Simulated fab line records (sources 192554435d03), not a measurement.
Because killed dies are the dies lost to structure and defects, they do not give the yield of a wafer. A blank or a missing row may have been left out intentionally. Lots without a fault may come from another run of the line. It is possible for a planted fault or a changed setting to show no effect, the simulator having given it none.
fab line records	flow n5Finfet	part 1 of 2: steps 1 to 15 of 29
[record] lots = 5	wafers = 15	lastDay = 17
route steps=1938 shown DUMMY_GATE@240 SPACER0@258 SD_EPI_N@262
lots untouched by any fault: they come from a run of this same line in which no faults occurred
startH: hours from the record's first day to the start of the lot's first wafer shown	waitH: hours elapsed since this lot's preceding step	" identical to the entry in the row above	L1.1+2: a single row standing in for several wafers	- no value, or no start was given	* or withheld: withheld	< > ~ a bound
route shown NAME@n: a module of which the file shows steps, and the number in the route of the first	usual: mean/standard deviation taken from wafers without a fault	same: alike in all rows	chamber/n: place in a boat	sites: per-site readings	_std_site: the values' standard deviation	_edge_site: the outer-site mean with the inner-site mean subtracted	radiusMm: for every site, how far away it sits from the centre of the wafer	mask NAME#n: copy n	behind: the tool/chamber that last shaped the wafer	hold: what put the lot on hold/how long, in hours/how the hold closed	device: the transistor (n, p or np) that didn't switch	end of line: tests of these same wafers at the route's end	a step given without rows: its recipe and nothing more	killed: at the first sort, the dies lost to defects and structure; wafer yield is something else	map: per-die view of a wafer (x killed, . not killed, _ where there is no die)
set.NAME: setting as actually run; set.NAME@STEP: the setting as run at that earlier step	model.NAME: the simulator's own value behind a step, which no gauge read
certain route steps with their lots: each step a table, each wafer a row
services: when a tool's chamber went out of use (startH, in hours from the record's first day, below 0 if earlier), for how many hours, and the reason
[[steps]]
[step N5_DUMMY_GATE_TRIM_49]
[recipe] chemistry = O2	resist = SOC	timeS = 29	targetCdNm = 14	sourcePowerW = 300	biasPowerW = 0	O2_flow_sccm = 100	tempC = 20
[usual] drypumpMotorCurrentA = 5.5/0.43	oesProductAu = 0.993/0.017	throttleValvePct = 8.25/0.14
lot.wafer	tool	chamber	startH	waitH	drypumpMotorCurrentA	oesProductAu	rfHoursCounterH	throttleValvePct
L075.1	rieSi-01	3	52.87	0.0	5.8	1.005	85	8.17
L075.3	"	0	"	"	5.0	0.989	4	8.05
L075.4	"	2	"	"	5.8	0.991	166	8.40
L079.3	rieSi-03	3	79.03	0.0	5.9	1.007	175	8.28
L079.5	"	3	"	"	5.9	0.994	-	8.26
L079.6	"	2	"	"	5.3	1.022	-	8.28
L080.2	rieSi-01	1	83.20	0.0	5.7	0.965	96	8.30
L080.5	"	3	"	"	5.9	0.993	-	8.16
L080.6	"	2	"	"	5.8	0.983	-	8.41
L089.3	rieSi-03	1	143.59	0.0	5.8	0.994	166	8.35
L089.5	"	2	"	"	5.4	1.031	-	8.27
L089.6	"	0	"	"	5.1	1.006	-	8.26
L094.2	rieSi-06	3	167.31	0.0	5.5	0.964	124	8.37
L094.3	"	1	"	"	4.7	0.989	98	8.36
L094.5	"	3	"	"	5.5	0.974	-	8.36
[step N5_DUMMY_GATE_STRIP_40]
[recipe] chemistry = CF4	resist = SiARC	powerW = 300	biasPowerW = 75	pressureMtorr = 50	cf4FlowSccm = 150	rfFrequencyHz = 6e+07
[usual] drypumpMotorCurrentA = 5.8/0.53	oesProductAu = 0.76/0.079	rfVppV = 271.1/1.7	showerheadPlenumPTorr = 1.79/0.055	throttleValvePct = 13.61/0.19
lot.wafer	tool	chamber	startH	waitH	drypumpMotorCurrentA	oesProductAu	rfHoursCounterH	rfVppV	showerheadPlenumPTorr	throttleValvePct
L075.1	rieDiel-05	3	53.10	0.2	6.3	0.85	55	271.0	1.75	13.39
L075.3	"	0	"	"	5.4	0.72	172	274.2	1.86	13.52
L075.4	"	0	"	"	5.4	0.71	-	272.6	1.86	13.50
L079.3	rieDiel-02	0	79.31	0.2	5.1	0.70	220	269.1	1.71	13.77
L079.5	"	0	"	"	5.0	0.70	-	268.6	1.71	13.77
L079.6	"	3	"	"	6.4	0.80	-	271.0	1.79	13.58
L080.2	rieDiel-02	3	83.31	0.1	6.4	0.79	122	270.7	1.79	13.60
L080.5	"	2	"	"	6.7	0.87	-	272.6	1.83	13.75
L080.6	"	3	"	"	6.5	0.79	-	270.2	1.79	13.59
L089.3	rieDiel-05	2	143.72	0.1	6.5	0.91	22	270.2	1.78	13.49
L089.5	"	0	"	"	5.4	0.69	-	271.9	1.85	13.58
L089.6	"	3	"	"	6.4	0.80	-	269.0	1.74	13.46
L094.2	rieDiel-04	1	167.41	0.1	5.3	0.68	239	271.0	1.84	13.62
L094.3	"	0	"	"	5.4	0.66	245	272.9	1.84	14.09
L094.5	"	2	"	"	5.7	0.69	-	272.3	1.84	13.65
[step N5_DUMMY_GATE_CD_MEAS_50]
[recipe] targetCdNm = 14
[usual] cdNm = 13.9/0.41
lot.wafer	tool	chamber	startH	waitH	cdNm
L075.1	cdSem-03	-	53.15	0.0	13.1
L075.3	"	-	"	"	14.1
L075.4	"	-	"	"	13.7
L079.3	cdSem-01	-	79.36	0.0	14.2
L079.5	"	-	"	"	14.2
L079.6	"	-	"	"	14.5
L080.2	cdSem-01	-	83.36	0.0	13.7
L080.5	"	-	"	"	13.9
L080.6	"	-	"	"	13.9
L089.3	cdSem-01	-	143.78	0.0	14.5
L089.5	"	-	"	"	14.5
L089.6	"	-	"	"	13.7
L094.2	cdSem-02	-	167.47	0.0	14.4
L094.3	"	-	"	"	14.2
L094.5	"	-	"	"	14.4
[step N5_DUMMY_GATE_ETCH_31]
[recipe] chemistry = C4F6/O2	target = SiO2	maskMaterial = SOC	targetDepthA = 825	timeS = 27.5	ionEnergyEv = 250	pressureMtorr = 30	sourceW = 345	biasW = 185	Ar_flow_sccm = 300	C4F6_flow_sccm = 10	O2_flow_sccm = 10
[usual] biasW = 185.1/0.53	drypumpMotorCurrentA = 5.8/0.49	oes_ar_750_au = 0.77/0.082	oesProductAu = 0.76/0.083	rfVppV = 662/16	showerheadPlenumPTorr = 2.84/0.096	throttleValvePct = 21.15/0.21
lot.wafer	tool	chamber	startH	waitH	biasW	drypumpMotorCurrentA	oes_ar_750_au	oesProductAu	rfHoursCounterH	rfVppV	showerheadPlenumPTorr	throttleValvePct
L075.1	rieDiel-05	0	53.20	0.0	185.5	5.5	0.73	0.74	173	663	2.94	21.04
L075.3	"	1	"	"	185.9	5.6	0.81	0.80	101	645	2.77	21.00
L075.4	"	1	"	"	186.0	5.6	0.81	0.80	-	645	2.77	21.01
L079.3	rieDiel-04	2	79.46	0.1	185.1	5.6	0.73	0.71	205	668	2.96	21.21
L079.5	"	1	"	"	184.9	5.3	0.70	0.70	-	667	2.94	21.07
L079.6	"	2	"	"	184.4	5.7	0.73	0.72	-	669	2.96	21.20
L080.2	rieDiel-02	0	83.41	0.0	185.2	5.0	0.72	0.71	222	655	2.68	21.08
L080.5	"	2	"	"	185.6	6.7	0.86	0.87	-	654	2.89	21.41
L080.6	"	1	"	"	184.3	6.2	0.69	0.70	-	667	2.83	21.54
L089.3	rieDiel-05	1	143.82	0.0	184.8	5.6	0.78	0.78	126	645	2.75	21.04
L089.5	"	3	"	"	184.6	6.4	0.82	0.80	-	669	2.74	20.95
L089.6	"	0	"	"	185.6	5.4	0.72	0.72	-	661	2.93	21.06
L094.2	rieDiel-04	0	167.51	0.0	185.4	5.4	0.66	0.68	245	698	2.91	21.61
L094.3	"	1	"	"	185.2	5.3	0.68	0.68	239	665	2.93	21.12
L094.5	"	0	"	"	184.9	5.4	0.66	0.67	-	699	2.91	21.62
[step N5_DUMMY_GATE_STRIP_41]
[recipe] chemistry = O2	powerW = 400	tempC = 40	pressureMtorr = 30	rfFrequencyHz = 6e+07	biasPowerW = 0	overashFraction = 0.3	o2FlowSccm = 225
[usual] drypumpMotorCurrentA = 5.8/0.49	oesProductAu = 0.76/0.086	rfVppV = 3.7/0.44	showerheadPlenumPTorr = 2.09/0.068	throttleValvePct = 16.67/0.18
lot.wafer	tool	chamber	startH	waitH	drypumpMotorCurrentA	oesProductAu	rfHoursCounterH	rfVppV	showerheadPlenumPTorr	throttleValvePct
L075.1	rieDiel-05	0	53.24	0.0	5.5	0.73	173	3.5	2.17	16.52
L075.3	"	1	"	"	5.6	0.80	101	3.3	2.04	16.51
L075.4	"	1	"	"	5.6	0.81	-	3.9	2.04	16.51
L079.3	rieDiel-04	2	79.51	0.0	5.7	0.72	205	3.1	2.17	16.67
L079.5	"	1	"	"	5.3	0.70	-	3.4	2.15	16.53
L079.6	"	2	"	"	5.7	0.71	-	3.8	2.17	16.67
L080.2	rieDiel-02	0	83.45	0.0	5.0	0.70	222	3.6	1.97	16.72
L080.5	"	2	"	"	6.7	0.88	-	3.4	2.12	16.81
L080.6	"	1	"	"	6.2	0.71	-	4.5	2.06	16.85
L089.3	rieDiel-05	1	143.86	0.0	5.6	0.79	126	4.2	2.03	16.55
L089.5	"	3	"	"	6.4	0.81	-	3.8	2.03	16.55
L089.6	"	0	"	"	5.4	0.72	-	2.9	2.16	16.60
L094.2	rieDiel-04	0	167.56	0.0	5.4	0.67	245	3.4	2.14	17.12
L094.3	"	1	"	"	5.3	0.68	239	3.8	2.14	16.55
L094.5	"	0	"	"	5.4	0.66	-	3.2	2.14	17.12
[step N5_DUMMY_GATE_HM_OPEN_21]
[recipe] chemistry = CH3F/O2	target = SiNx	targetDepthA = 1200	Ar_flow_sccm = 150	CH3F_flow_sccm = 30	O2_flow_sccm = 23	timeS = 171.4	pressureMtorr = 30	sourceW = 395	biasW = 73	ionEnergyEv = 120.7
[usual] CH3F_flow_sccm = 30.00/0.08	biasW = 72.98/0.22	drypumpMotorCurrentA = 5.8/0.49	oes_ar_750_au = 0.77/0.082	oesProductAu = 0.76/0.082	rfVppV = 298/7.1	showerheadPlenumPTorr = 2.02/0.07	throttleValvePct = 16.46/0.2
lot.wafer	tool	chamber	startH	waitH	CH3F_flow_sccm	biasW	drypumpMotorCurrentA	oes_ar_750_au	oesProductAu	rfHoursCounterH	rfVppV	showerheadPlenumPTorr	throttleValvePct
L075.1	rieDiel-05	0	53.28	0.0	30.12	72.92	5.5	0.74	0.73	173	298	2.09	16.35
L075.3	"	1	"	"	30.04	72.60	5.6	0.81	0.80	101	291	1.96	16.29
L075.4	"	1	"	"	30.03	73.04	5.6	0.81	0.80	-	290	1.96	16.29
L079.3	rieDiel-04	2	79.55	0.0	30.09	72.89	5.7	0.74	0.71	205	300	2.10	16.50
L079.5	"	1	"	"	30.01	73.38	5.3	0.70	0.69	-	298	2.09	16.40
L079.6	"	2	"	"	29.88	73.11	5.7	0.74	0.72	-	301	2.10	16.50
L080.2	rieDiel-02	0	83.49	0.0	30.14	73.48	5.0	0.72	0.72	222	296	1.90	16.47
L080.5	"	2	"	"	30.02	72.99	6.8	0.86	0.88	-	295	2.05	16.65
L080.6	"	1	"	"	29.97	72.94	6.2	0.70	0.70	-	301	2.00	16.77
L089.3	rieDiel-05	1	143.90	0.0	29.99	73.21	5.6	0.79	0.78	126	291	1.95	16.34
L089.5	"	3	"	"	30.03	72.84	6.3	0.82	0.80	-	300	1.95	16.25
L089.6	"	0	"	"	30.06	73.26	5.5	0.72	0.71	-	298	2.08	16.39
L094.2	rieDiel-04	0	167.60	0.0	30.06	72.62	5.4	0.66	0.67	245	314	2.07	16.93
L094.3	"	1	"	"	29.97	72.88	5.4	0.68	0.68	239	301	2.08	16.44
L094.5	"	0	"	"	30.13	72.63	5.4	0.66	0.67	-	314	2.07	16.92
[step N5_DUMMY_GATE_ETCH_32]
[recipe] chemistry = CF4	target = SiO2	targetDepthA = 35	timeS = 3.9	ionEnergyEv = 350	pressureMtorr = 10	icpW = 800	biasW = 400	cf4FlowSccm = 80
[usual] biasW = 399.9/1.2	drypumpMotorCurrentA = 5.5/0.46	oesProductAu = 0.996/0.018	throttleValvePct = 21.90/0.27
lot.wafer	tool	chamber	startH	waitH	biasW	drypumpMotorCurrentA	oesProductAu	rfHoursCounterH	throttleValvePct
L075.1	rieSi-06	3	53.45	0.1	398.8	5.5	0.971	122	22.23
L075.3	"	1	"	"	399.1	4.8	0.997	96	22.04
L075.4	"	0	"	"	400.9	5.4	0.992	134	21.81
L079.3	rieSi-03	0	79.71	0.1	401.2	5.1	1.002	26	21.99
L079.5	"	3	"	"	399.9	5.9	0.996	-	21.67
L079.6	"	2	"	"	400.4	5.3	1.033	-	21.73
L080.2	rieSi-06	1	83.65	0.1	400.3	4.8	0.996	96	22.05
L080.5	"	0	"	"	400.1	5.4	1.002	-	21.81
L080.6	"	3	"	"	404.1	5.5	0.967	-	22.22
L089.3	rieSi-01	1	144.06	0.1	397.1	5.6	0.976	97	21.97
L089.5	"	0	"	"	401.3	5.0	0.996	-	21.68
L089.6	"	3	"	"	400.7	5.9	1.009	-	21.83
L094.2	rieSi-03	0	167.76	0.1	397.6	5.1	1.015	27	22.00
L094.3	"	3	"	"	401.9	5.9	0.977	176	21.68
L094.5	"	0	"	"	399.5	5.1	1.011	-	21.99
[step N5_DUMMY_GATE_ETCH_23]
[recipe] chemistry = HBr/Cl2/O2	HBr_flow_sccm = 150	Cl2_flow_sccm = 80	O2_flow_sccm = 12	biasW = 102	targetDepthA = 410	timeS = 22.3	target = poly-Si	maskMaterial = SiO2	pressureMtorr = 10	icpW = 800
[usual] biasW = 102.0/0.32	drypumpMotorCurrentA = 5.6/0.46	oesProductAu = 0.995/0.016	throttleValvePct = 37.5/0.31
lot.wafer	tool	chamber	startH	waitH	biasW	drypumpMotorCurrentA	oesProductAu	rfHoursCounterH	throttleValvePct
L075.1	rieSi-06	3	53.49	0.0	101.7	5.5	0.962	122	37.8
L075.3	"	1	"	"	102.1	4.8	0.992	96	37.8
L075.4	"	0	"	"	102.5	5.4	0.987	134	37.4
L079.3	rieSi-03	0	79.74	0.0	101.9	5.1	1.005	26	37.4
L079.5	"	3	"	"	101.9	5.9	0.993	-	37.2
L079.6	"	2	"	"	101.8	5.3	1.031	-	37.0
L080.2	rieSi-06	1	83.69	0.0	102.2	4.8	1.003	96	37.8
L080.5	"	0	"	"	102.1	5.4	0.992	-	37.4
L080.6	"	3	"	"	102.1	5.5	0.975	-	37.8
L089.3	rieSi-01	1	144.10	0.0	102.1	5.6	0.969	97	37.4
L089.5	"	0	"	"	101.7	5.0	0.992	-	37.5
L089.6	"	3	"	"	101.9	5.9	1.010	-	37.4
L094.2	rieSi-03	0	167.79	0.0	101.8	5.1	1.017	27	37.4
L094.3	"	3	"	"	102.1	5.9	0.988	176	37.2
L094.5	"	0	"	"	102.3	5.1	1.016	-	37.4
[step N5_DUMMY_GATE_ETCH_44]
[recipe] chemistry = HBr/O2	overEtchFrac = 0.7	targetDepthA = 1275	stopOn = SiO2	ionEnergyEv = 60	biasW = 20	target = poly-Si	maskMaterial = SiO2	pressureMtorr = 20	icpW = 400	HBr_flow_sccm = 120	O2_flow_sccm = 10
[usual] biasW = 19.99/0.064	drypumpMotorCurrentA = 5.5/0.46	oesProductAu = 0.722/0.013	throttleValvePct = 18.63/0.18
lot.wafer	tool	chamber	startH	waitH	biasW	drypumpMotorCurrentA	oesProductAu	rfHoursCounterH	throttleValvePct
L075.1	rieSi-06	3	53.54	0.0	19.96	5.5	0.703	122	18.88
L075.3	"	1	"	"	19.96	4.8	0.725	96	18.80
L075.4	"	0	"	"	20.06	5.4	0.719	134	18.63
L079.3	rieSi-03	0	79.80	0.0	20.01	5.1	0.721	26	18.68
L079.5	"	3	"	"	20.02	5.9	0.720	-	18.49
L079.6	"	2	"	"	19.95	5.3	0.758	-	18.60
L080.2	rieSi-06	1	83.74	0.0	20.06	4.7	0.734	96	18.79
L080.5	"	0	"	"	19.91	5.4	0.732	-	18.63
L080.6	"	3	"	"	19.92	5.5	0.708	-	18.90
L089.3	rieSi-01	1	144.15	0.0	20.07	5.7	0.705	97	18.63
L089.5	"	0	"	"	20.06	5.0	0.725	-	18.55
L089.6	"	3	"	"	19.87	5.9	0.731	-	18.55
L094.2	rieSi-03	0	167.85	0.0	20.01	5.1	0.743	27	18.68
L094.3	"	3	"	"	19.96	5.9	0.717	176	18.50
L094.5	"	0	"	"	20.05	5.1	0.727	-	18.67
[step N5_DUMMY_GATE_CD_MEAS_24]
[recipe] targetCdNm = 15
[usual] cdNm = 15.0/0.43
lot.wafer	tool	chamber	startH	waitH	cdNm
L075.1	cdSem-01	-	53.65	0.1	14.4
L075.3	"	-	"	"	14.8
L075.4	"	-	"	"	14.9
L079.3	cdSem-01	-	79.91	0.1	15.4
L079.5	"	-	"	"	15.7
L079.6	"	-	"	"	15.5
L080.2	cdSem-02	-	83.86	0.1	15.1
L080.5	"	-	"	"	14.9
L080.6	"	-	"	"	14.3
L089.3	cdSem-01	-	144.27	0.1	15.3
L089.5	"	-	"	"	15.1
L089.6	"	-	"	"	14.7
L094.2	cdSem-01	-	167.96	0.1	15.8
L094.3	"	-	"	"	15.4
L094.5	"	-	"	"	15.7
[step N5_DUMMY_GATE_ETCH_42]
[recipe] chemistry = CHF3/O2	target = SiO2	targetDepthA = 35	timeS = 31	ionEnergyEv = 30	biasW = 12	pressureMtorr = 30	sourceW = 600	Ar_flow_sccm = 200	CHF3_flow_sccm = 50	O2_flow_sccm = 5
[usual] CHF3_flow_sccm = 50.02/0.16	biasW = 12.00/0.035	drypumpMotorCurrentA = 5.8/0.59	oes_ar_750_au = 0.74/0.064	oesProductAu = 0.74/0.065	rfVppV = 42.2/1.1	showerheadPlenumPTorr = 2.40/0.081	throttleValvePct = 18.88/0.19
lot.wafer	tool	chamber	startH	waitH	CHF3_flow_sccm	biasW	drypumpMotorCurrentA	oes_ar_750_au	oesProductAu	rfHoursCounterH	rfVppV	showerheadPlenumPTorr	throttleValvePct
L075.1	rieDiel-04	0	53.70	0.0	49.86	12.03	5.4	0.68	0.69	207	44.0	2.47	19.16
L075.3	"	3	"	"	50.05	12.02	5.4	0.71	0.69	224	40.7	2.29	18.65
L075.4	"	1	"	"	50.36	11.97	5.4	0.70	0.70	-	40.9	2.49	18.67
L079.3	rieDiel-02	1	80.13	0.2	49.95	11.98	6.2	0.69	0.70	227	42.9	2.40	19.12
L079.5	"	0	"	"	49.95	12.04	5.1	0.72	0.71	-	41.5	2.27	18.80
L079.6	"	3	"	"	50.01	11.97	6.5	0.79	0.79	-	42.0	2.42	18.85
L080.2	rieDiel-04	2	84.01	0.2	50.04	12.00	5.7	0.73	0.72	206	43.2	2.51	18.83
L080.5	"	0	"	"	50.08	11.99	5.4	0.68	0.68	-	44.4	2.47	19.16
L080.6	"	3	"	"	50.15	12.01	5.4	0.70	0.69	-	40.4	2.29	18.67
L089.3	rieDiel-04	0	144.34	0.1	49.87	12.02	5.4	0.67	0.67	-	43.5	2.46	19.19
L089.5	"	2	"	"	49.81	12.00	5.7	0.72	0.71	-	42.9	2.50	18.88
L089.6	"	0	"	"	49.97	11.96	5.4	0.66	0.66	-	43.3	2.46	19.19
L094.2	rieDiel-02	3	168.06	0.1	49.89	12.03	6.5	0.77	0.77	148	42.1	2.41	18.87
L094.3	"	2	"	"	50.14	12.00	6.8	0.83	0.83	65	40.8	2.44	19.04
L094.5	"	0	"	"	49.83	12.04	5.1	0.70	0.69	-	42.6	2.26	18.83
[step N5_DUMMY_GATE_STRIP_48]
[recipe] chemistry = N2/H2	timeS = 20	powerW = 100	tempC = 40	pressureMtorr = 100	rfFrequencyHz = 6e+07	biasPowerW = 3	n2FlowSccm = 300	h2FlowSccm = 300
[usual] drypumpMotorCurrentA = 5.9/0.6	oesProductAu = 0.74/0.068	rfVppV = 45.2/0.76	showerheadPlenumPTorr = 3.37/0.11	throttleValvePct = 12.37/0.21
lot.wafer	tool	chamber	startH	waitH	drypumpMotorCurrentA	oesProductAu	rfHoursCounterH	rfVppV	showerheadPlenumPTorr	throttleValvePct
L075.1	rieDiel-04	0	53.75	0.0	5.4	0.69	207	45.4	3.47	12.70
L075.3	"	3	"	"	5.5	0.70	224	46.5	3.19	12.07
L075.4	"	1	"	"	5.4	0.71	-	45.9	3.49	12.34
L079.3	rieDiel-02	1	80.17	0.0	6.2	0.71	227	44.6	3.34	12.69
L079.5	"	0	"	"	5.0	0.72	-	43.5	3.19	12.35
L079.6	"	3	"	"	6.5	0.80	-	45.1	3.39	12.23
L080.2	rieDiel-04	2	84.06	0.0	5.7	0.71	206	46.3	3.48	12.19
L080.5	"	0	"	"	5.4	0.68	-	45.0	3.47	12.72
L080.6	"	3	"	"	5.4	0.70	-	44.6	3.18	12.11
L089.3	rieDiel-04	0	144.41	0.1	5.4	0.67	-	45.7	3.46	12.74
L089.5	"	2	"	"	5.7	0.70	-	45.1	3.46	12.25
L089.6	"	0	"	"	5.4	0.67	-	45.9	3.46	12.75
L094.2	rieDiel-02	3	168.11	0.0	6.5	0.77	148	45.6	3.38	12.30
L094.3	"	2	"	"	6.7	0.84	65	45.0	3.42	12.33
L094.5	"	0	"	"	5.0	0.69	-	43.8	3.18	12.43
[step N5_DUMMY_GATE_PRECLEAN_33]
[recipe] chemistry = dHF	timeS = 10	dilution = 750:1	tempC = 25
lot.wafer	tool	chamber	startH	waitH
L075.1+3+4	wetBench-06	5,4,2	53.83	0.1
L079.3+5+6	wetBench-06	4,2,5	80.26	0.1
L080.2+5+6	wetBench-05	3,2,1	84.25	0.2
L089.3+5+6	wetBench-05	3,0,7	144.50	0.1
L094.2+3+5	wetBench-05	7,6,0	168.25	0.1
[step N5_DUMMY_GATE_PRECLEAN_25]
[recipe] chemistry = O3/DIW	timeS = 45	tempC = 22	o3Ppm = 10
lot.wafer	tool	chamber	startH	waitH
L075.1+3+4	wetBench-06	5,4,2	53.84	0.0
L079.3+5+6	wetBench-06	4,2,5	80.26	0.0
L080.2+5+6	wetBench-05	3,2,1	84.26	0.0
L089.3+5+6	wetBench-05	3,0,7	144.50	0.0
L094.2+3+5	wetBench-05	7,6,0	168.26	0.0
[step N5_DUMMY_GATE_PRECLEAN_51]
[recipe] chemistry = SC2	timeS = 45	tempC = 35	mix = 1:1:50
[usual] bathGuardTempC = 35.1/0.48
lot.wafer	tool	chamber	startH	waitH	bathGuardTempC
L075.1	wetBench-06	5	53.85	0.0	35.0
L075.3	"	4	"	"	35.0
L075.4	"	2	"	"	35.8
L079.3	wetBench-06	4	80.28	0.0	35.3
L079.5	"	2	"	"	35.5
L079.6	"	5	"	"	34.9
L080.2	wetBench-05	3	84.27	0.0	35.3
L080.5	"	2	"	"	35.2
L080.6	"	1	"	"	34.8
L089.3	wetBench-05	3	144.51	0.0	35.6
L089.5	"	0	"	"	34.8
L089.6	"	7	"	"	36.0
L094.2	wetBench-05	7	168.27	0.0	35.9
L094.3	"	6	"	"	35.2
L094.5	"	0	"	"	34.9
